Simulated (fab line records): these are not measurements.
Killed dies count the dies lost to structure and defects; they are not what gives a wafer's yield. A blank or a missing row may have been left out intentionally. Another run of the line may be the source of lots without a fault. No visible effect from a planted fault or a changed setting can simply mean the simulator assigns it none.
Which tool did it? + flow nand_harc + Sampling: 12 lots, 35 wafers, 5 of 1302 route steps

WHAT THE GAUGES SHOWED, per wafer
NHARC_END_SORT_01. Usual: killed_at_array 58, standard deviation 22; killed_at_other 1.0, standard deviation 1.3; killed_at_periphery 5, standard deviation 3.4; killed_dies 64, standard deviation 22; killed_open 3.6, standard deviation 1.8; killed_short 2.4, standard deviation 1.7.
| lot  | measured     | on        | killed_at_array | killed_at_other | killed_at_periphery | killed_dies | killed_open | killed_short | flag |
|------|--------------|-----------|-----------------|-----------------|---------------------|-------------|-------------|--------------|------|
| L848 | day 32 07:40 | prober-01 | 290 47          | 2 3             | 3 1                 | 295 51      | 4 1         | 4 2          | OFF  |
| L849 | day 32 06:04 | prober-02 | 441 71 67       | 0 1 1           | 3 8 9               | 444 80 77   | 5 4 4       | 1 0 4        | OFF  |

TOOL THAT RAN EACH LOT (tool first, then ch and the chambers of the sampled wafers, then the start)
| lot  | NHARC_A_STAIRCASE_ETCH_201                    | NHARC_A_STAIRCASE_DESCUM_219       | NHARC_A_STAIRCASE_TRIM_220         | NHARC_A_STAIRCASE_ETCH_227                  |
|------|-----------------------------------------------|------------------------------------|------------------------------------|---------------------------------------------|
| L830 | rie_diel-02 ch 0,1, day 16 08:02 or earlier   | rie_diel-10 ch 0,2,3, day 16 08:02 | rie_diel-10 ch 2,3, day 16 08:08   | rie_diel-10 ch 1,2, no start                |
| L831 | rie_diel-10 ch 1,2,3, day 16 12:00 or earlier | rie_diel-01 ch 0,2,3, day 16 12:00 | rie_diel-01 ch 0,1,2, day 16 12:06 | rie_diel-01 ch 0,2, no start                |
| L834 | rie_diel-01 ch 1,2,3, day 17 14:08 or earlier | rie_diel-10 ch 2,3, day 17 14:08   | rie_diel-10 ch 0,1,2, day 17 14:23 | rie_diel-10 ch 0,1,2, no start              |
| L833 | rie_diel-01 ch 0,1,2, day 17 15:26 or earlier | rie_diel-10 ch 0,1,3, day 17 15:26 | rie_diel-10 ch 1,2,3, day 17 15:31 | rie_diel-10 ch 0,2,3, no start              |
| L835 | rie_diel-10 ch 1,2,3, day 18 11:11 or earlier | rie_diel-10 ch 0,1,3, day 18 11:11 | rie_diel-10 ch 0,2,3, day 18 11:16 | rie_diel-10 ch 2,3, no start                |
| L836 | rie_diel-02 ch 0,1,2, day 18 14:34 or earlier | rie_diel-02 ch 1,2,3, day 18 14:34 | rie_diel-02 ch 0,1,2, day 18 14:38 | rie_diel-02 ch 0,1,2, no start              |
| L837 | rie_diel-02 ch 0,3, day 19 01:16 or earlier   | rie_diel-02 ch 0,1,3, day 19 01:16 | rie_diel-02 ch 2,3, day 19 01:20   | rie_diel-02 ch 0,1,2, no start              |
| L838 | rie_diel-02 ch 0,1,3, day 19 19:17 or earlier | rie_diel-01 ch 0,2,3, day 19 19:17 | rie_diel-01 ch 0,3, day 19 19:22   | rie_diel-01 ch 0,2,3, no start              |
| L848 | rie_diel-10 ch 2,3, day 23 16:44 or earlier   | rie_diel-01 ch 2,3, day 23 16:44   | rie_diel-01 ch 0,1, day 23 16:50   | rie_diel-01 ch 0,1, day 32 07:40 or earlier |
| L849 | rie_diel-02 ch 2,3, day 23 16:58 or earlier   | rie_diel-01 ch 0,3, day 23 16:58   | rie_diel-01 ch 0,2, day 23 17:17   | rie_diel-01 ch 2,3, day 32 06:04 or earlier |
| L853 | rie_diel-10 ch 0,1,2, day 25 08:04 or earlier | rie_diel-10 ch 2,3, day 25 08:04   | rie_diel-10 ch 1,2, day 25 08:10   | rie_diel-10 ch 0,1,3, no start              |
| L852 | rie_diel-02 ch 1,2,3, day 25 08:14 or earlier | rie_diel-02 ch 2,3, day 25 08:14   | rie_diel-02 ch 0,1, day 25 08:19   | rie_diel-02 ch 0,2,3, no start              |
- NHARC_A_STAIRCASE_ETCH_201: etches the open film in C4F8/O2, target depth 100 nm, time 40.5 s.
- NHARC_A_STAIRCASE_DESCUM_219: chemistry O2, time 3 s.
- NHARC_A_STAIRCASE_TRIM_220: chemistry O2, time 211.2 s.
- NHARC_A_STAIRCASE_ETCH_227: etches the open film in C4F8/O2, target depth 100 nm, time 40.5 s.

WHAT THE TOOLS THEMSELVES READ (means of the sampled wafers that have a number; where no wafer has one, the mark that the record gives instead)
NHARC_A_STAIRCASE_ETCH_201. Usual: oes_product_au 0.951 a.u., standard deviation 0.014; rf_vpp_V 897 V, standard deviation 5.9.
| lot  | tool        | oes_product_au (a.u.) | rf_vpp_V (V) | flag |
|------|-------------|-----------------------|--------------|------|
| L830 | rie_diel-02 | 0.945                 | 895          |      |
| L831 | rie_diel-10 | 0.943                 | 896          |      |
| L834 | rie_diel-01 | 0.941                 | 902          |      |
| L833 | rie_diel-01 | 0.939                 | 898          |      |
| L835 | rie_diel-10 | 0.963                 | 894          |      |
| L836 | rie_diel-02 | 0.951                 | 893          |      |
| L837 | rie_diel-02 | 0.944                 | 897          |      |
| L838 | rie_diel-02 | 0.953                 | 898          |      |
| L848 | rie_diel-10 | 0.950                 | 902          |      |
| L849 | rie_diel-02 | 0.938                 | 894          |      |
| L853 | rie_diel-10 | 0.959                 | 902          |      |
| L852 | rie_diel-02 | 0.952                 | 896          |      |

NHARC_A_STAIRCASE_DESCUM_219. Usual: drypump_motor_current_A 5.7 A, standard deviation 0.4; o2_flow_sccm 200.0 sccm, standard deviation 0.66; oes_product_au 1.007 a.u., standard deviation 0.012; rf_vpp_V 57.9 V, standard deviation 0.96; showerhead_plenum_p_Torr 1.95 Torr, standard deviation 0.091; throttle_valve_pct 11.311 %, standard deviation 0.0087.
| lot  | tool        | drypump_motor_current_A (A) | o2_flow_sccm (sccm) | oes_product_au (a.u.) | rf_vpp_V (V) | showerhead_plenum_p_Torr (Torr) | throttle_valve_pct (%) | flag |
|------|-------------|-----------------------------|---------------------|-----------------------|--------------|---------------------------------|------------------------|------|
| L830 | rie_diel-10 | 5.6                         | 199.2               | 1.008                 | 58.2         | 1.94                            | 11.314                 |      |
| L831 | rie_diel-01 | 5.4                         | 199.9               | 1.001                 | 58.7         | 2.01                            | 11.313                 |      |
| L834 | rie_diel-10 | 5.6                         | 200.0               | 1.002                 | 57.4         | 1.84                            | 11.312                 |      |
| L833 | rie_diel-10 | 5.7                         | 199.6               | 1.005                 | 58.1         | 1.99                            | 11.308                 |      |
| L835 | rie_diel-10 | 5.7                         | 200.2               | 0.998                 | 57.3         | 1.99                            | 11.305                 |      |
| L836 | rie_diel-02 | 6.0                         | 200.4               | 1.004                 | 57.1         | 1.92                            | 11.305                 |      |
| L837 | rie_diel-02 | 6.0                         | 200.1               | 1.007                 | 57.7         | 1.94                            | 11.310                 |      |
| L838 | rie_diel-01 | 5.4                         | 200.3               | 1.009                 | 57.5         | 2.00                            | 11.314                 |      |
| L848 | rie_diel-01 | 5.8                         | 199.9               | 0.998                 | 58.7         | 2.03                            | 11.321                 |      |
| L849 | rie_diel-01 | 5.0                         | 200.0               | 1.005                 | 58.5         | 1.94                            | 11.313                 |      |
| L853 | rie_diel-10 | 5.6                         | 200.1               | 1.018                 | 57.9         | 2.03                            | 11.307                 |      |
| L852 | rie_diel-02 | 5.9                         | 200.2               | 1.007                 | 57.4         | 1.87                            | 11.321                 |      |

NHARC_A_STAIRCASE_TRIM_220. Usual: drypump_motor_current_A 5.7 A (standard deviation 0.41); o2_flow_sccm 500.3 sccm (standard deviation 1.4); oes_product_au 1.008 a.u. (standard deviation 0.012); rf_vpp_V 57.8 V (standard deviation 0.88); run_length_s 232.4 s (standard deviation 0.49); showerhead_plenum_p_Torr 3.59 Torr (standard deviation 0.16); throttle_valve_pct 17.037 % (standard deviation 0.0086).
| lot  | tool        | drypump_motor_current_A (A) | o2_flow_sccm (sccm) | oes_product_au (a.u.) | rf_vpp_V (V) | run_length_s (s) | showerhead_plenum_p_Torr (Torr) | throttle_valve_pct (%) | flag |
|------|-------------|-----------------------------|---------------------|-----------------------|--------------|------------------|---------------------------------|------------------------|------|
| L830 | rie_diel-10 | 5.7                         | 500.9               | 1.002                 | 57.4         | 232.3            | 3.53                            | 17.032                 |      |
| L831 | rie_diel-01 | 5.6                         | 499.2               | 1.011                 | 57.8         | 232.5            | 3.60                            | 17.047                 |      |
| L834 | rie_diel-10 | 5.6                         | 501.0               | 1.012                 | 57.5         | 232.1            | 3.53                            | 17.038                 |      |
| L833 | rie_diel-10 | 5.7                         | 499.9               | 1.012                 | 58.1         | 232.2            | 3.49                            | 17.040                 |      |
| L835 | rie_diel-10 | 5.6                         | 500.8               | 1.009                 | 58.1         | 232.4            | 3.56                            | 17.046                 |      |
| L836 | rie_diel-02 | 6.2                         | 500.9               | 1.012                 | 57.4         | 232.2            | 3.43                            | 17.036                 |      |
| L837 | rie_diel-02 | 5.7                         | 498.6               | 0.988                 | 57.7         | 232.1            | 3.62                            | 17.031                 |      |
| L838 | rie_diel-01 | 5.4                         | 499.2               | 1.023                 | 57.8         | 233.3            | 3.67                            | 17.034                 |      |
| L848 | rie_diel-01 | 5.4                         | 500.4               | 1.015                 | 57.0         | 262.5            | 3.48                            | 17.034                 | OFF  |
| L849 | rie_diel-01 | 5.5                         | 501.0               | 1.001                 | 57.7         | 252.1            | 3.66                            | 17.042                 | OFF  |
| L853 | rie_diel-10 | 5.7                         | 499.6               | 1.025                 | 58.1         | 232.1            | 3.61                            | 17.041                 |      |
| L852 | rie_diel-02 | 6.2                         | 500.7               | 0.999                 | 57.7         | 232.5            | 3.48                            | 17.038                 |      |

NHARC_A_STAIRCASE_ETCH_227. Usual: oes_product_au 0.947 a.u., standard deviation 0.013; rf_vpp_V 898 V, standard deviation 5.7.
| lot  | tool        | oes_product_au (a.u.) | rf_vpp_V (V) | flag |
|------|-------------|-----------------------|--------------|------|
| L830 | rie_diel-10 | 0.946                 | 890          |      |
| L831 | rie_diel-01 | 0.940                 | 902          |      |
| L834 | rie_diel-10 | 0.942                 | 895          |      |
| L833 | rie_diel-10 | 0.939                 | 897          |      |
| L835 | rie_diel-10 | 0.951                 | 895          |      |
| L836 | rie_diel-02 | 0.947                 | 892          |      |
| L837 | rie_diel-02 | 0.959                 | 893          |      |
| L838 | rie_diel-01 | 0.958                 | 902          |      |
| L848 | rie_diel-01 | 0.954                 | 894          |      |
| L849 | rie_diel-01 | 0.921                 | 903          |      |
| L853 | rie_diel-10 | 0.952                 | 900          |      |
| L852 | rie_diel-02 | 0.953                 | 894          |      |

THE ANSWER, worked out from the rows above alone
Rule: a lot counts as off when the mean over its wafers that have a number is more than 3 standard deviations away from the usual mean. Also off: a lot with no number at a reading for which 4 or more lots have one. All remaining lots with rows at the step are treated as sound. First the gauges in route order, then the tools' own readings, where a lot's mean is used as printed above. At the first step where some lot is off, the reading lying furthest off is the one used; lots without a number count as furthest.
Off: L848, L849 (NHARC_END_SORT_01, killed_dies). Neither off nor sound, because the step has no rows for them: L830, L831, L834, L833, L835, L836, L837, L838, L853, L852.
A tool fits if, at a process step before that reading, it ran every lot that is off, and no sound lot after the first of them. The gauges at NHARC_END_SORT_01 aren't tried: what is off there is off at NHARC_A_STAIRCASE_TRIM_220 too, on other tools, and a gauge's error can't cause that. With no start given for some of its lots, NHARC_A_STAIRCASE_ETCH_201 uses the hours and lot order of NHARC_A_STAIRCASE_DESCUM_219. With no start given for some of its lots, NHARC_A_STAIRCASE_ETCH_227 uses the hours and lot order of NHARC_END_SORT_01. One candidate fits, namely rie_diel-01 at NHARC_A_STAIRCASE_DESCUM_219 and NHARC_A_STAIRCASE_TRIM_220 and NHARC_A_STAIRCASE_ETCH_227. It ran no sound lot before its first lot that is off in this sample, so the start can't be narrowed down.

WHAT THE SIMULATOR HAD PUT IN
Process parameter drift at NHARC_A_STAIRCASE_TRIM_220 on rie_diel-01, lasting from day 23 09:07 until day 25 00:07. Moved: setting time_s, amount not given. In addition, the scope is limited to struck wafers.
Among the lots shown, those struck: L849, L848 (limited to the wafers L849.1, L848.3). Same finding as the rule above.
